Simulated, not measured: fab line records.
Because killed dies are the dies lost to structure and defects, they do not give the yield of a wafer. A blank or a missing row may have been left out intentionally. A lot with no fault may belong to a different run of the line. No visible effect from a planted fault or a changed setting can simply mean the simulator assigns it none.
Chamber matching -- flow nand_harc -- 4 sister chambers for NHARC_A_STAIRCASE_CMP_450 on cmp-02
The step polishes SiO2, target thk 200 nm. 4 wafers are shown with their chamber, then 7 later ones without.

WAFERS, EACH WITH ITS CHAMBER
wafer,chamber,motor_current_A (A)
L077.3,3,11.1
L079.4,2,11.7
L089.1,1,11.5
L089.2,0,12.8

WAFERS WITHOUT THEIR CHAMBER
wafer,motor_current_A (A)
L089.3,10.6
L090.1,10.9
L090.5,11.1
L090.6,11.9
L091.3,11.3
L091.4,11.0
L091.6,12.0

WHICH CHAMBER EACH ONE RAN IN
wafer,from the rows above,in truth
L089.3,can't be placed: 3 or 1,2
L090.1,can't be placed: 3 or 1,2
L090.5,can't be placed: 3 or 1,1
L090.6,can't be placed: 2 or 1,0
L091.3,can't be placed: 1 or 3 or 2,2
L091.4,can't be placed: 3 or 1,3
L091.6,can't be placed: 2 or 1 or 0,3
Correctly placed: 0 of 7. Can't be placed from these rows: 7 (the true chamber is among the candidates in 3). 0 placed wrongly.
How it was worked out, from the rows above alone: a wafer's distance from a chamber is the root of the sum, over the readings, of the square of ((its reading less the chamber's mean) divided by the reading's scatter). The wafer belongs to the nearest chamber; if the next one is less than 2 further off, it can't be placed. The mean given for a chamber averages the wafers shown for that chamber. The scatter (one wafer shown for each chamber): square how far every hidden wafer sits from the nearest shown wafer, average those squares and take the square root.
